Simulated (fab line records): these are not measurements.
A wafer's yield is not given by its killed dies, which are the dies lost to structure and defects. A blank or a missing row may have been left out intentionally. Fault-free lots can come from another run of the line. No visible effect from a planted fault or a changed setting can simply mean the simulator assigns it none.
fab line records :: flow n5-finfet
record:
  lots: 6
  wafers: 16
  last-day: 20
route steps=1938 shown FIN_SAQP@103 PASSIVATION@1936
lots with no fault: from the same line, run without faults
start-h: hours from the record's opening day to when the first of the lot's shown wafers began :: wait-h: how many hours have passed since the lot's step before this one :: " as in the row above :: L1.1+2: a row that stands for several wafers :: - either no value or no given start :: * or withheld: withheld :: < > ~ a bound
route shown NAME@n: NAME is a module with steps in the file, n the number in the route of the first one :: usual: the fault-free wafers' mean and standard deviation :: same: alike in all rows :: chamber/n: place in a boat :: sites: per-site readings :: _std_site: the values' standard deviation :: _edge_site: outer sites' mean less inner sites' :: radius-mm: how far each site lies from the wafer's centre :: mask NAME#n: copy n :: behind: the most recent tool/chamber to have shaped the wafer :: hold: the reason the lot was held/the length of the hold in hours/how it ended :: device: names the non-switching transistor (n, p or np) :: end of line: the route-end tests of the same wafers :: a step given without rows: its recipe and nothing more :: killed: dies lost to structure and defects at the first sort, not the wafer's yield :: map: dies across one wafer; x = killed, . = not, _ = none there
set.NAME: the run value of the setting; set.NAME@STEP: its run value at that earlier step :: model.NAME: the simulator's own value behind a step, which no gauge read
lots at some steps of the route; a table a step, a row a wafer
services: when a tool's chamber went out of use (start-h, in hours from the record's first day, below 0 if earlier), for how many hours, and the reason
== steps ==
step: N5_FIN_SAQP_COAT_49
recipe:
  resist: SOC
  temp-c: 250
  time-s: 60
  spin-rpm: 1500
  resist-thk-nm: 100
step: N5_FIN_SAQP_COAT_50
recipe:
  resist: SiARC
  temp-c: 220
  time-s: 60
  spin-rpm: 1500
  resist-thk-nm: 35
step: N5_FIN_SAQP_COAT_10
recipe:
  resist: CAR-ArF
  spin-rpm: 1500
  resist-thk-nm: 90
step: N5_FIN_SAQP_EBR_12
recipe:
  solvent: PGMEA
  ebr-width-mm: 1.5
step: N5_FIN_SAQP_SOFTBAKE_11
recipe:
  temp-c: 110
  time-s: 60
  resist: CAR-ArF
step: N5_FIN_SAQP_EXPOSE_13
recipe:
  mask-id: FIN_CORE
  na: 1.35
  source-shape: dipole
  sigma-inner: 0.538
  sigma-outer: 0.738
  polarization: te
  target-cd-nm: 35.6
  dose-mj: 63.25
step: N5_FIN_SAQP_PEB_14
recipe:
  peb-temp-c: withheld
  peb-time-s: 60
  resist: CAR-ArF
step: N5_FIN_SAQP_DEVELOP_15
recipe:
  develop-time-s: 30
  developer: TMAH
  resist: CAR-ArF
  dev-temp-c: 23
  rinse-liquid: diw
  dry: air-spin
step: N5_FIN_SAQP_CD_MEAS_16
recipe:
  target-cd-nm: 35.6
  landing-energy-ev: 500
  detector: se-inlens
usual:
  cd-nm: 35.61/0.29
lot.wafer: L395.2
tool: cd-sem-02
chamber: 0
start-h: 64.28
wait-h: -
cd-nm: 35.14

lot.wafer: L395.3
tool: cd-sem-02
chamber: 0
start-h: 64.28
wait-h: -
cd-nm: 35.45

lot.wafer: L395.6
tool: cd-sem-02
chamber: 0
start-h: 64.28
wait-h: -
cd-nm: 35.17

lot.wafer: L398.1
tool: cd-sem-02
chamber: 0
start-h: 81.89
wait-h: -
cd-nm: 35.79

lot.wafer: L398.4
tool: cd-sem-02
chamber: 0
start-h: 81.89
wait-h: -
cd-nm: 35.96

lot.wafer: L398.6
tool: cd-sem-02
chamber: 0
start-h: 81.89
wait-h: -
cd-nm: 35.89

lot.wafer: L404.2
tool: cd-sem-01
chamber: 0
start-h: 118.57
wait-h: -
cd-nm: 35.56

lot.wafer: L404.3
tool: cd-sem-01
chamber: 0
start-h: 118.57
wait-h: -
cd-nm: 35.50

lot.wafer: L404.4
tool: cd-sem-01
chamber: 0
start-h: 118.57
wait-h: -
cd-nm: 35.58

lot.wafer: L405.1
tool: cd-sem-02
chamber: 0
start-h: 123.65
wait-h: -
cd-nm: 35.93

lot.wafer: L405.5
tool: cd-sem-02
chamber: 0
start-h: 123.65
wait-h: -
cd-nm: 35.14

lot.wafer: L405.6
tool: cd-sem-02
chamber: 0
start-h: 123.65
wait-h: -
cd-nm: 35.46

lot.wafer: L410.1
tool: cd-sem-03
chamber: 0
start-h: 154.61
wait-h: -
cd-nm: 35.47

lot.wafer: L410.3
tool: cd-sem-03
chamber: 0
start-h: 154.61
wait-h: -
cd-nm: 35.54

lot.wafer: L411.3
tool: cd-sem-01
chamber: 0
start-h: 163.59
wait-h: -
cd-nm: 35.59

lot.wafer: L411.6
tool: cd-sem-01
chamber: 0
start-h: 163.59
wait-h: -
cd-nm: 35.96
step: N5_FIN_SAQP_OVL_MEAS_17
recipe:
  points-per-wafer: 44
usual:
  FIN_CORE_OVL: -0.3/0.76
lot.wafer: L395.2
tool: overlay-02
chamber: 0
start-h: 64.32
wait-h: 0.0
FIN_CORE_OVL[nm]: 0.1

lot.wafer: L395.3
tool: overlay-02
chamber: 0
start-h: 64.32
wait-h: 0.0
FIN_CORE_OVL[nm]: -0.6

lot.wafer: L395.6
tool: overlay-02
chamber: 0
start-h: 64.32
wait-h: 0.0
FIN_CORE_OVL[nm]: -0.7

lot.wafer: L398.1
tool: overlay-01
chamber: 0
start-h: 81.93
wait-h: 0.0
FIN_CORE_OVL[nm]: -1.0

lot.wafer: L398.4
tool: overlay-01
chamber: 0
start-h: 81.93
wait-h: 0.0
FIN_CORE_OVL[nm]: -1.1

lot.wafer: L398.6
tool: overlay-01
chamber: 0
start-h: 81.93
wait-h: 0.0
FIN_CORE_OVL[nm]: -0.3

lot.wafer: L404.2
tool: overlay-01
chamber: 0
start-h: 118.61
wait-h: 0.0
FIN_CORE_OVL[nm]: 0.2

lot.wafer: L404.3
tool: overlay-01
chamber: 0
start-h: 118.61
wait-h: 0.0
FIN_CORE_OVL[nm]: -0.2

lot.wafer: L404.4
tool: overlay-01
chamber: 0
start-h: 118.61
wait-h: 0.0
FIN_CORE_OVL[nm]: -0.5

lot.wafer: L405.1
tool: overlay-01
chamber: 0
start-h: 123.69
wait-h: 0.0
FIN_CORE_OVL[nm]: -0.8

lot.wafer: L405.5
tool: overlay-01
chamber: 0
start-h: 123.69
wait-h: 0.0
FIN_CORE_OVL[nm]: -1.4

lot.wafer: L405.6
tool: overlay-01
chamber: 0
start-h: 123.69
wait-h: 0.0
FIN_CORE_OVL[nm]: -1.1

lot.wafer: L410.1
tool: overlay-01
chamber: 0
start-h: 154.65
wait-h: 0.0
FIN_CORE_OVL[nm]: -0.5

lot.wafer: L410.3
tool: overlay-01
chamber: 0
start-h: 154.65
wait-h: 0.0
FIN_CORE_OVL[nm]: -0.9

lot.wafer: L411.3
tool: overlay-01
chamber: 0
start-h: 163.63
wait-h: 0.0
FIN_CORE_OVL[nm]: 0.5

lot.wafer: L411.6
tool: overlay-01
chamber: 0
start-h: 163.63
wait-h: 0.0
FIN_CORE_OVL[nm]: 0.4
step: N5_FIN_SAQP_INSPECT_18
recipe:
  mode: adi
  inspect-instrument: brightfield
usual:
  raw-defect-count: 421/110
lot.wafer: L395.2
tool: defect-inspect-01
chamber: -
start-h: 64.34
wait-h: 0.0
raw-defect-count: 255

lot.wafer: L395.3
tool: defect-inspect-01
chamber: -
start-h: 64.34
wait-h: 0.0
raw-defect-count: 251

lot.wafer: L395.6
tool: defect-inspect-01
chamber: -
start-h: 64.34
wait-h: 0.0
raw-defect-count: 208

lot.wafer: L398.1
tool: defect-inspect-02
chamber: -
start-h: 81.96
wait-h: 0.0
raw-defect-count: 680

lot.wafer: L398.4
tool: defect-inspect-02
chamber: -
start-h: 81.96
wait-h: 0.0
raw-defect-count: 444

lot.wafer: L398.6
tool: defect-inspect-02
chamber: -
start-h: 81.96
wait-h: 0.0
raw-defect-count: 603

lot.wafer: L404.2
tool: defect-inspect-01
chamber: -
start-h: 118.63
wait-h: 0.0
raw-defect-count: 371

lot.wafer: L404.3
tool: defect-inspect-01
chamber: -
start-h: 118.63
wait-h: 0.0
raw-defect-count: 364

lot.wafer: L404.4
tool: defect-inspect-01
chamber: -
start-h: 118.63
wait-h: 0.0
raw-defect-count: 373

lot.wafer: L405.1
tool: defect-inspect-01
chamber: -
start-h: 123.72
wait-h: 0.0
raw-defect-count: 213

lot.wafer: L405.5
tool: defect-inspect-01
chamber: -
start-h: 123.72
wait-h: 0.0
raw-defect-count: 298

lot.wafer: L405.6
tool: defect-inspect-01
chamber: -
start-h: 123.72
wait-h: 0.0
raw-defect-count: 344

lot.wafer: L410.1
tool: defect-inspect-02
chamber: -
start-h: 154.67
wait-h: 0.0
raw-defect-count: 417

lot.wafer: L410.3
tool: defect-inspect-02
chamber: -
start-h: 154.67
wait-h: 0.0
raw-defect-count: 444

lot.wafer: L411.3
tool: defect-inspect-01
chamber: -
start-h: 163.65
wait-h: 0.0
raw-defect-count: 553

lot.wafer: L411.6
tool: defect-inspect-01
chamber: -
start-h: 163.65
wait-h: 0.0
raw-defect-count: 483
step: N5_FIN_SAQP_DESCUM_21
recipe:
  chemistry: O2
  time-s: 7.9
  source-power-w: 50
  bias-power-w: 20
  pressure-mtorr: 20
  rf-frequency-hz: 2.712e+07
  temp-c: 40
  resist: CAR-ArF
  o2-flow-sccm: 225
usual:
  drypump-motor-current-A: 5.6/0.51
  o2-flow-sccm: 225.0/0.59
  oes-product-au: 0.81/0.1
  rf-vpp-V: 243.1/1.7
  showerhead-plenum-p-Torr: 2.09/0.09
  throttle-valve-pct: 20.42/0.17
lot.wafer: L395.2
tool: rie-diel-01
chamber: 0
start-h: 64.37
wait-h: 0.0
drypump-motor-current-A: 5.7
o2-flow-sccm: 225.2
oes-product-au: 0.85
rf-hours-counter-h: 56
rf-vpp-V: 244.2
showerhead-plenum-p-Torr: 2.13
throttle-valve-pct: 20.27

lot.wafer: L395.3
tool: rie-diel-01
chamber: 2
start-h: 64.37
wait-h: 0.0
drypump-motor-current-A: 5.4
o2-flow-sccm: 225.2
oes-product-au: 0.68
rf-hours-counter-h: 243
rf-vpp-V: 241.9
showerhead-plenum-p-Torr: 1.98
throttle-valve-pct: 20.61

lot.wafer: L395.6
tool: rie-diel-01
chamber: 0
start-h: 64.37
wait-h: 0.0
drypump-motor-current-A: 5.7
o2-flow-sccm: 225.4
oes-product-au: 0.85
rf-hours-counter-h: -
rf-vpp-V: 243.5
showerhead-plenum-p-Torr: 2.13
throttle-valve-pct: 20.28

lot.wafer: L398.1
tool: rie-diel-01
chamber: 2
start-h: 82.32
wait-h: 0.4
drypump-motor-current-A: 5.3
o2-flow-sccm: 225.7
oes-product-au: 0.67
rf-hours-counter-h: 249
rf-vpp-V: 241.5
showerhead-plenum-p-Torr: 1.97
throttle-valve-pct: 20.59

lot.wafer: L398.4
tool: rie-diel-01
chamber: 2
start-h: 82.32
wait-h: 0.4
drypump-motor-current-A: 5.3
o2-flow-sccm: 225.6
oes-product-au: 0.67
rf-hours-counter-h: -
rf-vpp-V: 241.7
showerhead-plenum-p-Torr: 1.97
throttle-valve-pct: 20.60

lot.wafer: L398.6
tool: rie-diel-01
chamber: 1
start-h: 82.32
wait-h: 0.4
drypump-motor-current-A: 5.1
o2-flow-sccm: 225.7
oes-product-au: 0.95
rf-hours-counter-h: -
rf-vpp-V: 244.8
showerhead-plenum-p-Torr: 2.23
throttle-valve-pct: 20.30

lot.wafer: L404.2
tool: rie-diel-03
chamber: 1
start-h: 118.67
wait-h: 0.0
drypump-motor-current-A: 6.5
o2-flow-sccm: 225.1
oes-product-au: 0.91
rf-hours-counter-h: 34
rf-vpp-V: 246.6
showerhead-plenum-p-Torr: 2.22
throttle-valve-pct: 20.31

lot.wafer: L404.3
tool: rie-diel-03
chamber: 3
start-h: 118.67
wait-h: 0.0
drypump-motor-current-A: 4.8
o2-flow-sccm: 224.5
oes-product-au: 0.73
rf-hours-counter-h: 186
rf-vpp-V: 244.5
showerhead-plenum-p-Torr: 2.17
throttle-valve-pct: 20.69

lot.wafer: L404.4
tool: rie-diel-03
chamber: 2
start-h: 118.67
wait-h: 0.0
drypump-motor-current-A: 5.3
o2-flow-sccm: 224.9
oes-product-au: 0.74
rf-hours-counter-h: 182
rf-vpp-V: 241.0
showerhead-plenum-p-Torr: 1.99
throttle-valve-pct: 20.47

lot.wafer: L405.1
tool: rie-diel-01
chamber: 0
start-h: 123.75
wait-h: 0.0
drypump-motor-current-A: 5.7
o2-flow-sccm: 225.0
oes-product-au: 0.83
rf-hours-counter-h: 77
rf-vpp-V: 242.6
showerhead-plenum-p-Torr: 2.12
throttle-valve-pct: 20.29

lot.wafer: L405.5
tool: rie-diel-01
chamber: 3
start-h: 123.75
wait-h: 0.0
drypump-motor-current-A: 6.3
o2-flow-sccm: 225.5
oes-product-au: 0.93
rf-hours-counter-h: -
rf-vpp-V: 243.6
showerhead-plenum-p-Torr: 2.06
throttle-valve-pct: 20.43

lot.wafer: L405.6
tool: rie-diel-01
chamber: 0
start-h: 123.75
wait-h: 0.0
drypump-motor-current-A: 5.8
o2-flow-sccm: 223.7
oes-product-au: 0.83
rf-hours-counter-h: -
rf-vpp-V: 243.8
showerhead-plenum-p-Torr: 2.12
throttle-valve-pct: 20.29

lot.wafer: L410.1
tool: rie-diel-01
chamber: 1
start-h: 154.70
wait-h: 0.0
drypump-motor-current-A: 5.1
o2-flow-sccm: 225.3
oes-product-au: 0.90
rf-hours-counter-h: 27
rf-vpp-V: 244.7
showerhead-plenum-p-Torr: 2.23
throttle-valve-pct: 20.32

lot.wafer: L410.3
tool: rie-diel-01
chamber: 0
start-h: 154.70
wait-h: 0.0
drypump-motor-current-A: 5.7
o2-flow-sccm: 225.5
oes-product-au: 0.82
rf-hours-counter-h: 85
rf-vpp-V: 244.5
showerhead-plenum-p-Torr: 2.11
throttle-valve-pct: 20.31

lot.wafer: L411.3
tool: rie-diel-01
chamber: 3
start-h: 163.69
wait-h: 0.0
drypump-motor-current-A: 6.3
o2-flow-sccm: 224.5
oes-product-au: 0.90
rf-hours-counter-h: 23
rf-vpp-V: 241.8
showerhead-plenum-p-Torr: 2.06
throttle-valve-pct: 20.46

lot.wafer: L411.6
tool: rie-diel-01
chamber: 0
start-h: 163.69
wait-h: 0.0
drypump-motor-current-A: 5.8
o2-flow-sccm: 225.4
oes-product-au: 0.82
rf-hours-counter-h: -
rf-vpp-V: 244.6
showerhead-plenum-p-Torr: 2.11
throttle-valve-pct: 20.32
step: N5_FIN_SAQP_ETCH_51
recipe:
  chemistry: CF4
  target: SiARC
  target-depth-a: 455
  mask-material: CAR-ArF
  time-s: 75.8
  ion-energy-ev: 80
  pressure-mtorr: 40
  source-w: 545
  bias-w: 36
  Ar_flow_sccm: 100
  cf4-flow-sccm: 100
  ends: cleared
usual:
  drypump-motor-current-A: 5.6/0.51
  etch-rf-on-time-s: 75.8/1.2
  oes-product-au: 0.69/0.085
  rf-vpp-V: 184.1/1.2
  showerhead-plenum-p-Torr: 2.14/0.086
  throttle-valve-pct: 15.60/0.21
lot.wafer: L395.2
tool: rie-diel-01
chamber: 0
start-h: 64.41
wait-h: 0.0
drypump-motor-current-A: 5.8
etch-rf-on-time-s: 75.0
oes-product-au: 0.73
rf-hours-counter-h: 56
rf-vpp-V: 184.8
showerhead-plenum-p-Torr: 2.17
throttle-valve-pct: 15.41

lot.wafer: L395.3
tool: rie-diel-01
chamber: 2
start-h: 64.41
wait-h: 0.0
drypump-motor-current-A: 5.3
etch-rf-on-time-s: 77.4
oes-product-au: 0.59
rf-hours-counter-h: 243
rf-vpp-V: 182.1
showerhead-plenum-p-Torr: 2.03
throttle-valve-pct: 15.84

lot.wafer: L395.6
tool: rie-diel-01
chamber: 0
start-h: 64.41
wait-h: 0.0
drypump-motor-current-A: 5.7
etch-rf-on-time-s: 75.1
oes-product-au: 0.73
rf-hours-counter-h: -
rf-vpp-V: 185.8
showerhead-plenum-p-Torr: 2.17
throttle-valve-pct: 15.42

lot.wafer: L398.1
tool: rie-diel-01
chamber: 2
start-h: 82.35
wait-h: 0.0
drypump-motor-current-A: 5.3
etch-rf-on-time-s: 77.7
oes-product-au: 0.58
rf-hours-counter-h: 249
rf-vpp-V: 182.5
showerhead-plenum-p-Torr: 2.03
throttle-valve-pct: 15.84

lot.wafer: L398.4
tool: rie-diel-01
chamber: 2
start-h: 82.35
wait-h: 0.0
drypump-motor-current-A: 5.3
etch-rf-on-time-s: 78.5
oes-product-au: 0.57
rf-hours-counter-h: -
rf-vpp-V: 183.2
showerhead-plenum-p-Torr: 2.03
throttle-valve-pct: 15.84

lot.wafer: L398.6
tool: rie-diel-01
chamber: 1
start-h: 82.35
wait-h: 0.0
drypump-motor-current-A: 5.1
etch-rf-on-time-s: 75.9
oes-product-au: 0.82
rf-hours-counter-h: -
rf-vpp-V: 185.8
showerhead-plenum-p-Torr: 2.28
throttle-valve-pct: 15.44

lot.wafer: L404.2
tool: rie-diel-03
chamber: 1
start-h: 118.70
wait-h: 0.0
drypump-motor-current-A: 6.5
etch-rf-on-time-s: 76.1
oes-product-au: 0.76
rf-hours-counter-h: 34
rf-vpp-V: 184.4
showerhead-plenum-p-Torr: 2.27
throttle-valve-pct: 15.47

lot.wafer: L404.3
tool: rie-diel-03
chamber: 3
start-h: 118.70
wait-h: 0.0
drypump-motor-current-A: 4.9
etch-rf-on-time-s: 75.4
oes-product-au: 0.63
rf-hours-counter-h: 186
rf-vpp-V: 185.1
showerhead-plenum-p-Torr: 2.22
throttle-valve-pct: 15.88

lot.wafer: L404.4
tool: rie-diel-03
chamber: 2
start-h: 118.70
wait-h: 0.0
drypump-motor-current-A: 5.3
etch-rf-on-time-s: 76.4
oes-product-au: 0.63
rf-hours-counter-h: 182
rf-vpp-V: 182.7
showerhead-plenum-p-Torr: 2.05
throttle-valve-pct: 15.73

lot.wafer: L405.1
tool: rie-diel-01
chamber: 0
start-h: 123.79
wait-h: 0.0
drypump-motor-current-A: 5.8
etch-rf-on-time-s: 75.9
oes-product-au: 0.70
rf-hours-counter-h: 77
rf-vpp-V: 185.9
showerhead-plenum-p-Torr: 2.16
throttle-valve-pct: 15.46

lot.wafer: L405.5
tool: rie-diel-01
chamber: 3
start-h: 123.79
wait-h: 0.0
drypump-motor-current-A: 6.3
etch-rf-on-time-s: 73.8
oes-product-au: 0.80
rf-hours-counter-h: -
rf-vpp-V: 182.1
showerhead-plenum-p-Torr: 2.11
throttle-valve-pct: 15.51

lot.wafer: L405.6
tool: rie-diel-01
chamber: 0
start-h: 123.79
wait-h: 0.0
drypump-motor-current-A: 5.7
etch-rf-on-time-s: 74.9
oes-product-au: 0.70
rf-hours-counter-h: -
rf-vpp-V: 184.6
showerhead-plenum-p-Torr: 2.16
throttle-valve-pct: 15.45

lot.wafer: L410.1
tool: rie-diel-01
chamber: 1
start-h: 154.74
wait-h: 0.0
drypump-motor-current-A: 5.0
etch-rf-on-time-s: 54.7
oes-product-au: 0.94
rf-hours-counter-h: 27
rf-vpp-V: 184.1
showerhead-plenum-p-Torr: 2.27
throttle-valve-pct: 15.49

lot.wafer: L410.3
tool: rie-diel-01
chamber: 0
start-h: 154.74
wait-h: 0.0
drypump-motor-current-A: 5.7
etch-rf-on-time-s: 75.2
oes-product-au: 0.69
rf-hours-counter-h: 85
rf-vpp-V: 183.5
showerhead-plenum-p-Torr: 2.16
throttle-valve-pct: 15.46

lot.wafer: L411.3
tool: rie-diel-01
chamber: 3
start-h: 163.72
wait-h: 0.0
drypump-motor-current-A: 6.3
etch-rf-on-time-s: 73.1
oes-product-au: 0.78
rf-hours-counter-h: 23
rf-vpp-V: 182.9
showerhead-plenum-p-Torr: 2.10
throttle-valve-pct: 15.55

lot.wafer: L411.6
tool: rie-diel-01
chamber: 0
start-h: 163.72
wait-h: 0.0
drypump-motor-current-A: 5.7
etch-rf-on-time-s: 53.8
oes-product-au: 0.85
rf-hours-counter-h: -
rf-vpp-V: 184.2
showerhead-plenum-p-Torr: 2.16
throttle-valve-pct: 15.49
step: N5_FIN_SAQP_ETCH_52
recipe:
  chemistry: N2/H2
  target: SOC
  target-depth-a: 1000
  overetch-a: 200
  mask-material: SiARC
  temp-c: 40
  time-s: 150
  ion-energy-ev: 200
  pressure-mtorr: 30
  source-w: 840
  bias-w: 150
  n2-flow-sccm: 200
  h2-flow-sccm: 200
  ends: end-point
usual:
  drypump-motor-current-A: 5.6/0.51
  oes-product-au: 0.72/0.084
  rf-vpp-V: 524/3.1
  showerhead-plenum-p-Torr: 2.54/0.11
  throttle-valve-pct: 17.82/0.21
lot.wafer: L395.2
tool: rie-diel-01
chamber: 0
start-h: 64.46
wait-h: 0.0
drypump-motor-current-A: 5.8
oes-product-au: 0.76
rf-hours-counter-h: 56
rf-vpp-V: 524
showerhead-plenum-p-Torr: 2.57
throttle-valve-pct: 17.54

lot.wafer: L395.3
tool: rie-diel-01
chamber: 2
start-h: 64.46
wait-h: 0.0
drypump-motor-current-A: 5.3
oes-product-au: 0.62
rf-hours-counter-h: 243
rf-vpp-V: 520
showerhead-plenum-p-Torr: 2.40
throttle-valve-pct: 18.01

lot.wafer: L395.6
tool: rie-diel-01
chamber: 0
start-h: 64.46
wait-h: 0.0
drypump-motor-current-A: 5.8
oes-product-au: 0.76
rf-hours-counter-h: -
rf-vpp-V: 526
showerhead-plenum-p-Torr: 2.57
throttle-valve-pct: 17.57

lot.wafer: L398.1
tool: rie-diel-01
chamber: 2
start-h: 82.41
wait-h: 0.0
drypump-motor-current-A: 5.4
oes-product-au: 0.62
rf-hours-counter-h: 249
rf-vpp-V: 520
showerhead-plenum-p-Torr: 2.40
throttle-valve-pct: 18.01

lot.wafer: L398.4
tool: rie-diel-01
chamber: 2
start-h: 82.41
wait-h: 0.0
drypump-motor-current-A: 5.4
oes-product-au: 0.61
rf-hours-counter-h: -
rf-vpp-V: 522
showerhead-plenum-p-Torr: 2.40
throttle-valve-pct: 18.01

lot.wafer: L398.6
tool: rie-diel-01
chamber: 1
start-h: 82.41
wait-h: 0.0
drypump-motor-current-A: 5.1
oes-product-au: 0.85
rf-hours-counter-h: -
rf-vpp-V: 527
showerhead-plenum-p-Torr: 2.72
throttle-valve-pct: 17.67

lot.wafer: L404.2
tool: rie-diel-03
chamber: 1
start-h: 118.76
wait-h: 0.0
drypump-motor-current-A: 6.5
oes-product-au: 0.79
rf-hours-counter-h: 34
rf-vpp-V: 528
showerhead-plenum-p-Torr: 2.71
throttle-valve-pct: 17.77

lot.wafer: L404.3
tool: rie-diel-03
chamber: 3
start-h: 118.76
wait-h: 0.0
drypump-motor-current-A: 4.9
oes-product-au: 0.66
rf-hours-counter-h: 186
rf-vpp-V: 527
showerhead-plenum-p-Torr: 2.63
throttle-valve-pct: 18.14

lot.wafer: L404.4
tool: rie-diel-03
chamber: 2
start-h: 118.76
wait-h: 0.0
drypump-motor-current-A: 5.3
oes-product-au: 0.66
rf-hours-counter-h: 182
rf-vpp-V: 520
showerhead-plenum-p-Torr: 2.43
throttle-valve-pct: 18.01

lot.wafer: L405.1
tool: rie-diel-01
chamber: 0
start-h: 123.84
wait-h: 0.0
drypump-motor-current-A: 5.7
oes-product-au: 0.74
rf-hours-counter-h: 78
rf-vpp-V: 525
showerhead-plenum-p-Torr: 2.56
throttle-valve-pct: 17.58

lot.wafer: L405.5
tool: rie-diel-01
chamber: 3
start-h: 123.84
wait-h: 0.0
drypump-motor-current-A: 6.3
oes-product-au: 0.84
rf-hours-counter-h: -
rf-vpp-V: 523
showerhead-plenum-p-Torr: 2.50
throttle-valve-pct: 17.81

lot.wafer: L405.6
tool: rie-diel-01
chamber: 0
start-h: 123.84
wait-h: 0.0
drypump-motor-current-A: 5.8
oes-product-au: 0.74
rf-hours-counter-h: -
rf-vpp-V: 526
showerhead-plenum-p-Torr: 2.56
throttle-valve-pct: 17.59

lot.wafer: L410.1
tool: rie-diel-01
chamber: 1
start-h: 154.80
wait-h: 0.0
drypump-motor-current-A: 5.1
oes-product-au: 0.80
rf-hours-counter-h: 27
rf-vpp-V: 527
showerhead-plenum-p-Torr: 2.71
throttle-valve-pct: 17.71

lot.wafer: L410.3
tool: rie-diel-01
chamber: 0
start-h: 154.80
wait-h: 0.0
drypump-motor-current-A: 5.8
oes-product-au: 0.74
rf-hours-counter-h: 85
rf-vpp-V: 524
showerhead-plenum-p-Torr: 2.56
throttle-valve-pct: 17.61

lot.wafer: L411.3
tool: rie-diel-01
chamber: 3
start-h: 163.78
wait-h: 0.0
drypump-motor-current-A: 6.3
oes-product-au: 0.80
rf-hours-counter-h: 23
rf-vpp-V: 522
showerhead-plenum-p-Torr: 2.49
throttle-valve-pct: 17.82

lot.wafer: L411.6
tool: rie-diel-01
chamber: 0
start-h: 163.78
wait-h: 0.0
drypump-motor-current-A: 5.7
oes-product-au: 0.72
rf-hours-counter-h: -
rf-vpp-V: 524
showerhead-plenum-p-Torr: 2.56
throttle-valve-pct: 17.63
step: N5_PASSIVATION_PROBE_49
usual:
  killed_at_M0_to_M3: 36/11
  killed_at_M4_up: 14/5.6
  killed-at-contacts: 11/5.6
  killed-at-front-end: 40/12
  killed-at-other: 4/3.2
  killed-dies: 105/17
  killed-open: 69/12
  killed-short: 34/8.4
same:
  gross-dies: 1180
  killed-at-back-side: 0
lot.wafer: L395.2
tool: prober-01
chamber: -
start-h: 343.26
wait-h: 0.1
killed_at_M0_to_M3: 31
killed_at_M4_up: 13
killed-at-contacts: 16
killed-at-front-end: 49
killed-at-other: 7
killed-dies: 116
killed-open: 76
killed-short: 37

lot.wafer: L395.3
tool: prober-01
chamber: -
start-h: 343.31
wait-h: 0.1
killed_at_M0_to_M3: 33
killed_at_M4_up: 13
killed-at-contacts: 12
killed-at-front-end: 42
killed-at-other: 4
killed-dies: 104
killed-open: 69
killed-short: 32

lot.wafer: L395.6
tool: prober-01
chamber: -
start-h: 343.46
wait-h: 0.3
killed_at_M0_to_M3: 25
killed_at_M4_up: 11
killed-at-contacts: 17
killed-at-front-end: 35
killed-at-other: 10
killed-dies: 98
killed-open: 73
killed-short: 23
killed by level:class
L395.2 FIN_SAQP:geometric-particle:open=13 MOL_CONTACT_COAG:geometric-particle:open=11 STI_FIN_REVEAL:geometric-particle:open=10 GATE_CUT:geometric-particle:short=8 BEOL_M2:geometric-particle:open=8 BEOL_M0_SAQP:geometric-particle:open=6 BEOL_M5:geometric-particle:open=6 MOL_CONTACT_COAG:geometric-particle:short=5
L395.3 FIN_SAQP:geometric-particle:open=20 BEOL_M0_SAQP:geometric-particle:short=10 MOL_CONTACT_COAG:geometric-particle:open=9 BEOL_M2:geometric-particle:open=9 FIN_SAQP:geometric-particle:short=7 GATE_CUT:geometric-particle:short=4 GATE_CUT:geometric-particle:open=4 BEOL_M0_SAQP:geometric-particle:open=4
L395.6 MOL_CONTACT_COAG:geometric-particle:open=15 FIN_SAQP:geometric-particle:open=8 STI_FIN_REVEAL:geometric-particle:open=7 BEOL_M2:geometric-particle:open=7 BEOL_M5:geometric-particle:open=7 FIN_SAQP:geometric-particle:short=6 BEOL_M0_SAQP:geometric-particle:open=5 BEOL_M3:geometric-particle:open=5
== services ==
tool: rie-diel-01
chamber: 1
start-h: 42.66
hours: -
kind: clean

tool: rie-diel-01
chamber: 1
start-h: 42.66
hours: -
kind: consumable-replace:focus-ring

tool: rie-diel-01
chamber: 1
start-h: 42.66
hours: -
kind: consumable-replace:showerhead

tool: rie-diel-01
chamber: 1
start-h: 42.66
hours: 22.2
kind: scheduled-down

tool: rie-diel-01
chamber: 1
start-h: 42.66
hours: 22.2
kind: vent-cycle

tool: rie-diel-01
chamber: 3
start-h: 67.95
hours: -
kind: clean

tool: rie-diel-01
chamber: 3
start-h: 67.95
hours: -
kind: consumable-replace:focus-ring

tool: rie-diel-01
chamber: 3
start-h: 67.95
hours: 17.7
kind: scheduled-down

tool: rie-diel-01
chamber: 3
start-h: 67.95
hours: 17.7
kind: vent-cycle

tool: rie-diel-01
chamber: 2
start-h: 85.67
hours: -
kind: clean

tool: rie-diel-01
chamber: 2
start-h: 85.67
hours: -
kind: consumable-replace:focus-ring

tool: rie-diel-01
chamber: 2
start-h: 85.67
hours: -
kind: consumable-replace:showerhead

tool: rie-diel-01
chamber: 2
start-h: 85.67
hours: 16.1
kind: scheduled-down

tool: rie-diel-01
chamber: 2
start-h: 85.67
hours: 16.1
kind: vent-cycle

tool: rie-diel-01
chamber: -
start-h: 129.43
hours: 10.9
kind: repair

tool: rie-diel-01
chamber: 2
start-h: 143.52
hours: 8.2
kind: repair
== key ==
first-sign:
  step: N5_FIN_SAQP_ETCH_51
  reading: etch-rf-on-time-s
  direction: down
  sigmas: 18
  usual: *
  struck: *
effect none on later readings
met-at N5_FIN_SAQP_ETCH_51
struck-wafers L410.1,L411.6
tester-left-out L410,L411
onset-between 123.79 154.74
fault:
  kind: process-parameter-drift
  tool: rie-diel-01
  chamber: -
  onset-h: 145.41
  steps: N5_FIN_SAQP_ETCH_51
  channel: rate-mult
  offset: 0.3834
  shape: step
  end-h: 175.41
  scope: struck-wafers-only
tester-left-out: of these lots the tester's yield and bins aren't shown, on N5 and GAA mostly nor the transistor test; their killed dies are dies lost to structure and defects alone, not to doping, threshold or leakage, so they don't give the yield
